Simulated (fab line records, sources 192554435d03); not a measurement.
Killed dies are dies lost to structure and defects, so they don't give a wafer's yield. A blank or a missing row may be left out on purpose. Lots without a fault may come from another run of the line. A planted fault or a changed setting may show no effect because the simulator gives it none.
A struck lot beside a sound one | flow n5_finfet | 14 steps out of a route of 1938
Sound: wafers L139.1, L139.2, L139.4. Struck: wafers L122.1, L122.3, L122.6. The cause comes at the end.
At each step with rows: each side's tool, then ch and its chambers, then its first start. Under that, the readings that differ: sound wafers | struck wafers | difference of the means | sigmas: that difference in standard deviations of wafers without a fault.
alike: readings whose means differ by less than 2 such deviations, and words and numbers that are the same on both sides. not compared: withheld readings, readings that some wafer has no value for, bounds like >300 that may hide the same value, and numbers for which the record gives no deviation and whose values overlap.
The two part at a step that has a row with sigmas, a row that says differs or no value, or rows on one side only. Numbers that don't overlap but have no deviation are shown without sigmas and don't part them. A reading that every wafer of one side lacks parts them only if that side has two wafers or more.

N5_BEOL_M5_STRIP_64: strips in CF4.
  sound on rie_diel-02 ch 0,1,3, day 14 09:31; struck on rie_diel-03 ch 1,3, day 10 04:31
  alike: drypump_motor_current_A, oes_product_au, rf_vpp_V, showerhead_plenum_p_Torr, throttle_valve_pct
  not compared: rf_hours_counter_h
N5_BEOL_M5_HM_OPEN_17: chemistry Cl2/BCl3, target TiN, target depth 20 nm, overetch 6 nm.
  sound on rie_metal-03 ch 0,1, day 14 09:34; struck on rie_metal-03 ch 0,1, day 10 04:34
  alike: bias_w, drypump_motor_current_A, oes_product_au, throttle_valve_pct
  not compared: rf_hours_counter_h
N5_BEOL_M5_STRIP_19: strips in O2.
  sound on rie_diel-03 ch 0,1,3, day 14 09:41; struck on rie_diel-05 ch 0,2,3, day 10 04:46
  alike: drypump_motor_current_A, oes_product_au, rf_vpp_V, showerhead_plenum_p_Torr, throttle_valve_pct
  not compared: rf_hours_counter_h
N5_BEOL_M5_CD_MEAS_18: pitch 56 nm, target cd 28 nm.
  sound on cd_sem-02, day 14 09:45; struck on cd_sem-01, day 10 04:50
  alike: cd_nm
then, 8 steps without rows for these wafers: N5_BEOL_M5_COAT_65 (time 60 s, resist thk 60 nm); N5_BEOL_M5_COAT_66 (time 60 s, resist thk 12 nm); N5_BEOL_M5_COAT_74 (time 60 s, resist thk 5 nm); N5_BEOL_M5_COAT_22 (resist thk 30 nm); N5_BEOL_M5_EBR_24; N5_BEOL_M5_SOFTBAKE_23 (time 60 s); N5_BEOL_M5_EXPOSE_25 (exposes mask V4, defocus 10 nm); N5_BEOL_M5_PEB_26 (peb time 60 s).
N5_BEOL_M5_DEVELOP_27: develop time 30 s.
  sound on litho_track-05 ch 0, day 14 10:57; struck on litho_track-04, day 10 06:56
  no value came back on the struck wafers for chill_plate_temp_C (C), develop_time_s (s); on the sound wafers chill_plate_temp_C (C) reads 23.11 22.96 23.09
  reading                                      | sound          | struck         | difference | sigmas
  model.CAR-EUV_of_BEOL_M5_COAT_22.thk_nm (nm) | 29.4 29.6 29.4 | 30.2 30.2 30.2 | +0.7       |
N5_BEOL_M5_CD_MEAS_28: target cd 30.6 nm, target cd y 20 nm.
  sound on cd_sem-02 ch 0, day 14 11:00; struck on cd_sem-02 ch 0, day 10 06:59
  reading    | sound             | struck | difference                    | sigmas
  cd_nm (nm) | 30.53 30.74 30.50 | - - -  | no value on the struck wafers |

WHERE THEY PART
First at N5_BEOL_M5_DEVELOP_27; last, within this record, at N5_BEOL_M5_CD_MEAS_28.

WHY: what the simulator had put in
Skipped step whole: litho_track-04, from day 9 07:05 on, at N5_BEOL_M5_DEVELOP_27. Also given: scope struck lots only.
